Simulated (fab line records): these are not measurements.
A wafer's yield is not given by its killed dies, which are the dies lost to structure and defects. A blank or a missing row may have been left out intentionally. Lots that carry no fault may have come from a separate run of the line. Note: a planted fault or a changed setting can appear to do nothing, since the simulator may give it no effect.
Chamber matching + flow n5Finfet + N5_BEOL_M7_DESCUM_33 on rieDiel-06 has 4 sister chambers
The step chemistry O2, time 7 s. 4 wafers are shown with their chamber, then 7 later ones without.

== EACH WAFER AND ITS CHAMBER ==
| wafer  | chamber | showerheadPlenumPTorr (Torr) |
|--------|---------|------------------------------|
| L081.2 | 3       | 1.93                         |
| L087.3 | 0       | 2.03                         |
| L085.1 | 2       | 2.14                         |
| L085.4 | 1       | 2.13                         |

== WAFERS WITH NO CHAMBER GIVEN ==
| wafer  | showerheadPlenumPTorr (Torr) |
|--------|------------------------------|
| L085.5 | 1.92                         |
| L090.1 | 2.03                         |
| L090.4 | 1.92                         |
| L090.5 | 2.03                         |
| L094.1 | 2.03                         |
| L094.4 | 1.92                         |
| L094.6 | 2.03                         |

== CHAMBER TAKEN BY EACH ==
| wafer  | from the rows above | in truth |
|--------|---------------------|----------|
| L085.5 | 3                   | 3        |
| L090.1 | 0                   | 0        |
| L090.4 | 3                   | 3        |
| L090.5 | 0                   | 0        |
| L094.1 | 0                   | 0        |
| L094.4 | 3                   | 3        |
| L094.6 | 0                   | 0        |
7 of 7 placed correctly. Number that these rows cannot place: 0. Number placed wrongly: 0.
How it was worked out, from the rows above alone: a wafer's distance from a chamber is the root of the sum, over the readings, of the square of ((its reading less the chamber's mean) divided by the reading's scatter). The wafer belongs to the nearest chamber; if the next one is less than 2 further off, it can't be placed. A chamber's mean is the mean of its shown wafers. The scatter: with one shown wafer a chamber, the root of the mean of the squares of how far each hidden wafer lies from its nearest shown one.
